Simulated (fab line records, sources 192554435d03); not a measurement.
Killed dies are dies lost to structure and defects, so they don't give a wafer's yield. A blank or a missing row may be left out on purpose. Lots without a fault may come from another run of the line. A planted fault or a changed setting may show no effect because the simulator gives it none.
Chamber matching | flow n5_finfet | N5_BEOL_M6_STRIP_36 on rie_diel-02: 4 sister chambers
The step strips in N2/H2. 8 wafers are shown with their chamber, then 8 later ones without.

WAFERS WITH THEIR CHAMBER
wafer  | chamber | throttle_valve_pct (%) | showerhead_plenum_p_Torr (Torr)
L082.2 | 3       | 23.84                  | 2.57
L083.1 | 2       | 23.74                  | 2.68
L083.4 | 1       | 23.46                  | 2.40
L083.5 | 0       | 22.86                  | 2.71
L086.1 | 1       | 23.46                  | 2.39
L086.3 | 2       | 23.71                  | 2.68
L086.5 | 3       | 23.83                  | 2.56
L087.2 | 0       | 22.86                  | 2.71

WAFERS WITHOUT THEIR CHAMBER
wafer  | throttle_valve_pct (%) | showerhead_plenum_p_Torr (Torr)
L087.4 | 23.49                  | 2.39
L087.5 | 23.45                  | 2.39
L089.3 | 23.73                  | 2.67
L089.4 | 22.90                  | 2.70
L089.5 | 22.90                  | 2.70
L095.2 | 22.90                  | 2.70
L095.4 | 23.86                  | 2.55
L095.6 | 23.88                  | 2.55

WHICH CHAMBER EACH WENT THROUGH
wafer  | from the rows above | in truth
L087.4 | 1                   | 1
L087.5 | 1                   | 1
L089.3 | 2                   | 2
L089.4 | 0                   | 0
L089.5 | 0                   | 0
L095.2 | 0                   | 0
L095.4 | 3                   | 3
L095.6 | 3                   | 3
Placed correctly: 8 of 8. Can't be placed from these rows: 0. Placed wrongly: 0.
How it was worked out, from the rows above alone: a wafer's distance from a chamber is the root of the sum, over the readings, of the square of ((its reading less the chamber's mean) divided by the reading's scatter). The wafer belongs to the nearest chamber; if the next one is less than 2 further off, it can't be placed. A chamber's mean is the mean of its shown wafers. The scatter: the root of (the sum of the squares of (reading less its chamber's mean) over the shown wafers, divided by (wafers less chambers)).
